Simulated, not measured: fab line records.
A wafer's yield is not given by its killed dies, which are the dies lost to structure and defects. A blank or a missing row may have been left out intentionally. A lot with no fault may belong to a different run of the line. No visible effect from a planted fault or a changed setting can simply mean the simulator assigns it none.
Matching of chambers ; flow nand-harc ; 4 sister chambers for NHARC_A_CHANNEL_HOLE_D1_ETCH_38 on rie-diel-06
The step etches the open film in CF4, target depth 39 nm, time 65 s. 15 wafers are shown with their chamber, then 7 later ones without.

## EACH WAFER AND ITS CHAMBER
wafer;chamber;drypump-motor-current-A (A);rf-vpp-V (V);throttle-valve-pct (%)
L174.2;2;5.8;152.1;13.292
L174.4;3;5.3;152.0;13.289
L174.5;3;5.2;149.4;13.276
L178.6;1;5.6;151.7;13.280
L180.1;3;5.3;152.1;13.295
L180.4;1;5.5;149.9;13.286
L180.6;2;5.8;152.8;13.299
L187.1;3;5.3;151.9;13.282
L187.2;0;6.4;150.2;13.265
L187.4;1;5.6;149.6;13.280
L189.1;1;5.5;148.7;13.288
L189.3;2;5.8;152.1;13.291
L189.5;2;5.8;153.0;13.279
L191.1;0;6.4;149.9;13.290
L191.4;3;5.2;150.6;13.294

SIGNATURES, as means of the wafers listed above
reading;chamber 0;chamber 1;chamber 2;chamber 3;scatter within a chamber
drypump-motor-current-A;6.400;5.550;5.800;5.260;0.0447
rf-vpp-V;150.050;149.975;152.500;151.200;1
throttle-valve-pct;13.27750;13.28350;13.29025;13.28720;0.0087
Rule: a wafer lies at a distance from a chamber equal to the root of the sum of squares, over the readings, of (its reading less the chamber's mean, divided by the reading's scatter). If the next closest chamber is less than 2 further off than the closest, the wafer can't be placed; otherwise it belongs to the closest. The scatter: the root of (the sum of the squares of (reading less its chamber's mean) over the shown wafers, divided by (wafers less chambers)).

## WAFERS WITHOUT THEIR CHAMBER
wafer;drypump-motor-current-A (A);rf-vpp-V (V);throttle-valve-pct (%)
L191.5;5.8;151.9;13.311
L193.2;5.3;150.6;13.271
L193.3;5.5;149.5;13.276
L193.4;5.8;152.8;13.287
L196.2;5.5;150.5;13.269
L196.4;6.4;148.8;13.294
L196.6;5.5;150.4;13.283

## CHAMBER TAKEN BY EACH
wafer;from the rows above;in truth
L191.5;2;2
L193.2;3;3
L193.3;1;1
L193.4;2;2
L196.2;1;1
L196.4;0;0
L196.6;1;1
Correct placement for 7 of the 7. Not placeable from these rows: 0. Number placed wrongly: 0.
